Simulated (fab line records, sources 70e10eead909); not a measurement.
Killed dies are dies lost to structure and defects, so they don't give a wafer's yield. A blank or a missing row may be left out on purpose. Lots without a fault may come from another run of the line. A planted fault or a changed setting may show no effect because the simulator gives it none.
Chamber matching | flow nand_harc | NHARC_A_CHANNEL_FILL_D2_CMP_10 on cmp-04: 4 sister chambers
The step polishes, target thk 150 nm. 16 wafers are shown with their chamber, then 8 later ones without.

WAFERS WITH THEIR CHAMBER
wafer  | chamber | motor_current_A (A) | time_to_endpoint_s (s)
L075.2 | 3       | 13.5                | 16
L075.5 | 1       | 13.2                | 19
L075.6 | 0       | 10.5                | 13
L074.1 | 0       | 10.2                | 14
L074.4 | 2       | 13.2                | 14
L074.6 | 2       | 13.4                | 16
L077.2 | 2       | 12.8                | 16
L077.4 | 0       | 10.0                | 12
L077.6 | 2       | 12.3                | 14
L085.1 | 2       | 12.9                | 14
L085.2 | 1       | 12.8                | 18
L085.4 | 0       | 10.5                | 13
L089.1 | 2       | 13.1                | 14
L089.3 | 3       | 13.0                | 16
L089.6 | 3       | 12.9                | 16
L091.1 | 2       | 12.9                | 17

SIGNATURES (means of the wafers above)
reading            | chamber 0 | chamber 1 | chamber 2 | chamber 3 | scatter within a chamber
motor_current_A    | 10.300    | 13.000    | 12.943    | 13.133    | 0.317
time_to_endpoint_s | 13.00     | 18.50     | 15.00     | 16.00     | 1.02
Rule: a wafer's distance from a chamber is the root of the sum, over the readings, of the square of ((its reading less the chamber's mean) divided by the reading's scatter). The wafer belongs to the nearest chamber; if the next one is less than 2 further off, it can't be placed. The scatter: the root of (the sum of the squares of (reading less its chamber's mean) over the shown wafers, divided by (wafers less chambers)).

WAFERS WITHOUT THEIR CHAMBER
wafer  | motor_current_A (A) | time_to_endpoint_s (s)
L091.2 | 13.9                | 19
L091.3 | 12.9                | 22
L095.3 | 13.0                | 15
L095.5 | 10.0                | 15
L095.6 | 13.5                | 20
L097.1 | 10.0                | 16
L097.2 | 12.6                | 23
L097.5 | 13.1                | 21

WHICH CHAMBER EACH WENT THROUGH
wafer  | from the rows above     | in truth
L091.2 | can't be placed: 1 or 3 | 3
L091.3 | 1                       | 1
L095.3 | can't be placed: 2 or 3 | 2
L095.5 | 0                       | 0
L095.6 | can't be placed: 1 or 3 | 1
L097.1 | 0                       | 0
L097.2 | 1                       | 1
L097.5 | 1                       | 1
Placed correctly: 5 of 8. Can't be placed from these rows: 3 (the true chamber is among the candidates in 3). Placed wrongly: 0.
